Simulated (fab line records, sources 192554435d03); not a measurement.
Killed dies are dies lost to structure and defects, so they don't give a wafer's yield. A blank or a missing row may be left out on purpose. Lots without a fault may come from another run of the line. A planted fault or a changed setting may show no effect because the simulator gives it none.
fab line records | flow n5_finfet
record lots=6 wafers=18 last_day=16
route steps=1938 shown BEOL_M9@1421
lots that met no fault: from a run of the same line without faults
start_h: hours from the record's first day to the start of the lot's first wafer shown | wait_h: hours since the lot's step before | " the same as in the row above | L1.1+2: a row that stands for several wafers | - no value, or no start given | * or withheld: withheld | < > ~ a bound
route shown NAME@n: a module of which the file shows steps, and the number in the route of the first | usual: mean/standard deviation of fault-free wafers | same: alike in all rows | chamber/n: place in a boat | sites: the reading at each site | _std_site: their standard deviation | _edge_site: outer sites' mean less inner sites' | radius_mm: how far each site lies from the wafer's centre | mask NAME#n: copy n | behind: the tool/chamber that last shaped the wafer | hold: why the lot was held/for how many hours/how that ended | device: the transistor (n, p or np) that didn't switch | end of line: the same wafers' tests at the end of the route | a step without rows: its recipe alone | killed: dies lost to structure and defects at the first sort, not the wafer's yield | map: a wafer's dies, x killed, . not, _ none there
set.NAME: the setting as run; set.NAME@STEP: as run at that earlier step | model.NAME: the simulator's own value behind a step, which no gauge read
lots at some steps of the route; a table a step, a row a wafer
services: from which hour (start_h, from the record's first day; less than 0 if before it) a tool's chamber was out of use, for how many hours, and why
## steps
# step N5_BEOL_M9_STRIP_67
# recipe chemistry=CF4 resist=SiARC power_w=300 bias_power_w=75 pressure_mtorr=50 cf4_flow_sccm=150 rf_frequency_hz=6e+07
# usual chamber_pressure_mTorr=50.00/0.047 drypump_motor_current_A=5.7/0.55 oes_product_au=0.80/0.071 rf_vpp_V=271.0/1.4 showerhead_plenum_p_Torr=1.78/0.054 throttle_valve_pct=13.47/0.17
# columns lot.wafer tool chamber start_h wait_h chamber_pressure_mTorr drypump_motor_current_A oes_product_au rf_hours_counter_h rf_vpp_V showerhead_plenum_p_Torr throttle_valve_pct
L834.2 rie_diel-02 3 236.54 0.0 50.01 4.7 0.81 78 269.6 1.75 13.34
L834.3 " 0 " " 50.01 5.8 0.80 109 271.2 1.80 13.22
L834.5 " 3 " " 49.92 4.7 0.81 - 269.5 1.75 13.33
L836.1 rie_diel-05 0 250.87 0.0 50.00 5.0 0.75 179 272.0 1.86 13.53
L836.4 " 1 " " 50.04 6.0 0.73 175 271.5 1.79 13.45
L836.6 " 3 " " 50.04 5.8 0.75 - 272.7 1.86 13.38
L843.2 rie_diel-05 3 299.10 0.0 49.97 5.8 0.73 179 272.9 1.86 13.43
L843.3 " 1 " " 50.01 5.9 0.73 185 270.3 1.78 13.48
L843.5 " 2 " " 50.03 5.3 0.87 - 270.5 1.75 13.38
L847.1 rie_diel-06 3 323.59 0.0 50.01 5.8 0.76 150 268.9 1.72 13.74
L847.2 " 2 " " 49.98 6.6 0.93 18 271.6 1.76 13.38
L847.3 " 1 " " 50.05 5.2 0.77 137 269.1 1.73 13.58
L854.1 rie_diel-06 3 361.08 0.0 50.06 5.8 0.76 163 270.5 1.72 13.77
L854.3 " 0 " " 49.90 6.2 0.92 19 268.9 1.76 13.05
L854.6 " 1 " " 50.02 5.3 0.76 - 269.3 1.72 13.62
L855.2 rie_diel-05 1 380.08 0.0 49.99 6.0 0.71 208 270.9 1.78 13.52
L855.4 " 3 " " 50.02 5.8 0.71 203 271.9 1.85 13.49
L855.5 " 1 " " 49.95 6.0 0.71 - 271.5 1.78 13.53
# step N5_BEOL_M9_HM_OPEN_17
# recipe chemistry=Cl2/BCl3 target_depth_a=200 overetch_a=60 target=TiN mask_material=SOC ion_energy_ev=150 pressure_mtorr=10 icp_w=1000 bias_w=126 Cl2_flow_sccm=53.25 bcl3_flow_sccm=21.75 Ar_flow_sccm=25
# usual bcl3_flow_sccm=21.75/0.06 chamber_pressure_mTorr=10.000/0.0087 drypump_motor_current_A=5.7/0.38 oes_product_au=0.68/0.073 rf_fwd_power_W=994/4.3 throttle_valve_pct=22.09/0.14
# columns lot.wafer tool chamber start_h wait_h bcl3_flow_sccm chamber_pressure_mTorr drypump_motor_current_A oes_product_au rf_fwd_power_W rf_hours_counter_h throttle_valve_pct
L834.2 rie_metal-01 1 236.59 0.0 21.77 10.020 6.2 0.83 997 0 21.87
L834.3 " 1 " " 21.73 10.010 6.2 0.83 993 - 21.88
L834.5 " 0 " " 21.74 10.010 5.6 0.75 997 - 22.11
L836.1 rie_metal-03 0 250.91 0.0 21.70 10.001 4.9 0.66 994 43 22.40
L836.4 " 1 " " 21.68 9.986 5.8 0.65 988 - 22.06
L836.6 " 1 " " 21.83 10.000 5.8 0.65 986 - 22.05
L843.2 rie_metal-02 1 299.14 0.0 21.68 10.000 5.5 0.56 988 90 22.12
L843.3 " 1 " " 21.78 9.992 5.6 0.57 993 - 22.11
L843.5 " 1 " " 21.74 9.991 5.5 0.56 992 - 22.10
L847.1 rie_metal-01 0 323.64 0.0 21.79 10.011 5.5 0.74 1001 17 22.10
L847.2 " 1 " " 21.74 9.997 6.2 0.78 994 7 21.88
L847.3 " 0 " " 21.69 9.998 5.6 0.73 999 - 22.13
L854.1 rie_metal-02 1 361.12 0.0 21.73 10.000 5.5 0.55 988 95 22.12
L854.3 " 1 " " 21.76 9.997 5.5 0.55 990 - 22.14
L854.6 " 0 " " 21.69 10.011 6.0 0.70 995 - 22.02
L855.2 rie_metal-03 0 380.12 0.0 21.72 10.001 4.9 0.64 1000 55 22.42
L855.4 " 0 " " 21.78 9.996 4.9 0.63 998 - 22.40
L855.5 " 0 " " 21.78 10.013 4.9 0.64 998 - 22.40
# step N5_BEOL_M9_STRIP_19
# recipe chemistry=O2 power_w=400 temp_c=40 pressure_mtorr=30 rf_frequency_hz=6e+07 bias_power_w=0 overash_fraction=0.2 o2_flow_sccm=225
# usual chamber_pressure_mTorr=30.00/0.038 drypump_motor_current_A=5.7/0.58 oes_product_au=0.80/0.068 rf_vpp_V=3.7/0.58 showerhead_plenum_p_Torr=2.09/0.069 throttle_valve_pct=16.58/0.17
# columns lot.wafer tool chamber start_h wait_h chamber_pressure_mTorr drypump_motor_current_A oes_product_au rf_hours_counter_h rf_vpp_V showerhead_plenum_p_Torr throttle_valve_pct
L834.2 rie_diel-05 3 236.70 0.1 30.06 5.8 0.74 162 4.3 2.19 16.48
L834.3 " 2 " " 30.01 5.3 0.90 45 3.9 2.04 16.42
L834.5 " 1 " " 29.97 6.0 0.74 - 3.3 2.09 16.49
L836.1 rie_diel-02 0 251.13 0.2 29.98 5.8 0.80 113 5.0 2.12 16.37
L836.4 " 2 " " 30.01 6.1 0.81 87 3.1 2.13 16.75
L836.6 " 1 " " 30.01 6.4 0.85 - 4.1 2.23 16.60
L843.2 rie_diel-02 3 299.25 0.1 30.03 4.7 0.79 96 3.3 2.02 16.36
L843.3 " 0 " " 29.96 5.7 0.78 126 3.1 2.11 16.40
L843.5 " 0 " " 30.02 5.7 0.78 - 4.2 2.11 16.40
L847.1 rie_diel-02 1 323.78 0.1 29.96 6.4 0.81 74 3.6 2.22 16.64
L847.2 " 0 " " 29.96 5.7 0.77 135 3.5 2.11 16.41
L847.3 " 3 " " 30.00 4.7 0.78 106 3.6 2.02 16.41
L854.1 rie_diel-05 0 361.23 0.1 30.02 5.0 0.72 207 3.3 2.16 16.61
L854.3 " 2 " " 30.06 5.3 0.84 80 3.7 2.03 16.51
L854.6 " 0 " " 30.00 5.0 0.72 - 3.2 2.16 16.61
L855.2 rie_diel-05 3 380.23 0.1 29.99 5.7 0.71 203 3.6 2.18 16.56
L855.4 " 2 " " 29.93 5.3 0.82 85 3.9 2.03 16.51
L855.5 " 3 " " 30.02 5.8 0.70 - 4.2 2.18 16.54
# step N5_BEOL_M9_CD_MEAS_18
# recipe pitch_nm=140 target_cd_nm=70
# usual cd_nm=70.0/0.49
# columns lot.wafer tool chamber start_h wait_h cd_nm
L834.2 cd_sem-03 - 236.77 0.1 70.0
L834.3 " - " " 70.2
L834.5 " - " " 69.2
L836.1 cd_sem-02 - 251.20 0.0 69.4
L836.4 " - " " 69.4
L836.6 " - " " 70.3
L843.2 cd_sem-02 - 299.32 0.1 69.6
L843.3 " - " " 69.8
L843.5 " - " " 69.8
L847.1 cd_sem-01 - 323.85 0.0 69.3
L847.2 " - " " 69.6
L847.3 " - " " 69.8
L854.1 cd_sem-02 - 361.30 0.0 71.0
L854.3 " - " " 71.0
L854.6 " - " " 70.3
L855.2 cd_sem-01 - 380.30 0.1 70.3
L855.4 " - " " 69.8
L855.5 " - " " 70.2
# step N5_BEOL_M9_COAT_63
# recipe resist=SOC temp_c=250 time_s=60 spin_rpm=1500 resist_thk_nm=60
# step N5_BEOL_M9_COAT_64
# recipe resist=SiARC temp_c=220 time_s=60 spin_rpm=1500 resist_thk_nm=12
# step N5_BEOL_M9_COAT_75
# recipe resist=underlayer temp_c=205 time_s=60 spin_rpm=1500 resist_thk_nm=5
# step N5_BEOL_M9_COAT_22
# recipe resist=CAR-EUV spin_rpm=1500 resist_thk_nm=30
# step N5_BEOL_M9_EBR_24
# recipe solvent=PGMEA ebr_width_mm=1.5
# step N5_BEOL_M9_SOFTBAKE_23
# recipe temp_c=110 time_s=60 resist=CAR-EUV
# step N5_BEOL_M9_EXPOSE_25
# recipe mask_id=V8 na=0.33 source_shape=annular sigma_inner=0.4 sigma_outer=0.8 polarization=unpolarized dose_mj=37.25
# step N5_BEOL_M9_PEB_26
# recipe peb_temp_c=100 peb_time_s=60 resist=CAR-EUV
# step N5_BEOL_M9_DEVELOP_27
# recipe develop_time_s=30 developer=TMAH resist=CAR-EUV rinse_liquid=surfactant_rinse dry=air_spin dev_temp_c=23
# usual chill_plate_temp_C=23.00/0.1 develop_time_s=30/0 developer_temp_C=23.01/0.092
# columns lot.wafer tool chamber start_h wait_h chill_plate_temp_C develop_time_s developer_temp_C model.CAR-EUV_of_BEOL_M9_COAT_22.thk_nm
L834.2 litho_track-02 0 246.40 - 22.96 30 23.02 29.6
L834.3 " 0 " " 22.97 30 22.95 29.6
L834.5 " 0 " " 23.07 30 23.10 29.6
L836.1 litho_track-02 0 251.60 - 23.01 30 23.05 29.4
L836.4 " 0 " " 23.03 30 23.05 29.2
L836.6 " 0 " " 23.09 30 22.98 29.4
L843.2 litho_track-01 0 299.89 - 23.11 30 22.84 29.8
L843.3 " 0 " " 23.02 30 22.91 29.6
L843.5 " 0 " " 23.08 30 22.87 29.6
L847.1 litho_track-01 0 324.82 - 22.93 30 22.97 29.6
L847.2 " 0 " " 22.91 30 23.00 29.6
L847.3 " 0 " " 22.81 30 22.99 29.6
L854.1 litho_track-02 - 361.70 - - - - 30
L854.3 " - " " - - - 30
L854.6 " - " " - - - 30
L855.2 litho_track-04 - 381.54 - - - - 29.8
L855.4 " - " " - - - 29.8
L855.5 " - " " - - - 30
# step N5_BEOL_M9_CD_MEAS_28
# recipe target_cd_nm=70 landing_energy_ev=500 detector=se_inlens polarity=opening
# usual cd_nm=70.01/0.23
# same landing_energy_ev=500
# columns lot.wafer tool chamber start_h wait_h cd_nm
L834.2 cd_sem-03 0 246.46 - 70.14
L834.3 " 0 " " 70.39
L834.5 " 0 " " 70.05
L836.1 cd_sem-01 0 251.66 - 70.13
L836.4 " 0 " " 69.73
L836.6 " 0 " " 69.86
L843.2 cd_sem-03 0 299.95 - 69.81
L843.3 " 0 " " 70.45
L843.5 " 0 " " 70.35
L847.1 cd_sem-02 0 324.88 - 70.20
L847.2 " 0 " " 69.80
L847.3 " 0 " " 69.96
L854.1 cd_sem-02 0 361.76 - -
L854.3 " 0 " " -
L854.6 " 0 " " -
L855.2 cd_sem-03 0 381.60 - -
L855.4 " 0 " " -
L855.5 " 0 " " -
## services
# columns tool chamber start_h hours kind
rie_diel-06 2 235.12 - clean
rie_diel-06 2 235.12 - consumable_replace:focus_ring
rie_diel-06 2 235.12 34.8 scheduled_down
rie_diel-06 2 235.12 34.8 vent_cycle
rie_diel-05 1 268.62 5.2 repair
rie_diel-06 0 269.92 - clean
rie_diel-06 0 269.92 - consumable_replace:focus_ring
rie_diel-06 0 269.92 19.5 scheduled_down
rie_diel-06 0 269.92 19.5 vent_cycle
rie_metal-03 - 270.81 0.8 repair
rie_metal-01 - 272.06 14.6 pm
rie_diel-05 0 295.90 7.5 repair
rie_metal-03 - 304.74 1.1 repair
rie_diel-02 - 306.21 0.9 repair
rie_diel-05 - 311.94 4.3 pm
rie_diel-06 0 313.92 13.7 repair
rie_metal-02 - 314.59 0.5 repair
rie_diel-05 - 332.69 0.7 repair
rie_metal-02 - 332.92 2.8 pm
## key
first_sign step=N5_BEOL_M9_DEVELOP_27 reading=tool_record direction=missing
effect none on later readings
model_effect step=N5_BEOL_M9_DEVELOP_27 value=CAR-EUV_of_BEOL_M9_COAT_22.thk_nm without=29.43 struck=29.93
met_at N5_BEOL_M9_DEVELOP_27
struck_wafers L854.1,L854.3,L854.6,L855.2,L855.4,L855.5
later_rows_left_out L854.1,L854.3,L854.6,L855.2,L855.4,L855.5
sort_left_out L854.1,L854.3,L854.6,L855.2,L855.4,L855.5
onset_between 251.60 361.70
fault kind=skipped_step_whole tool=litho_track-02,litho_track-04 chamber=- onset_h=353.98 steps=N5_BEOL_M9_DEVELOP_27 scope=struck_lots_only
# sort_left_out: the simulated sort isn't trusted on such a fault, so these wafers' sort isn't shown, and their yield isn't known
# later_rows_left_out: the simulator's readings of these wafers behind a module that went badly wrong aren't trusted and aren't shown, but for the sort
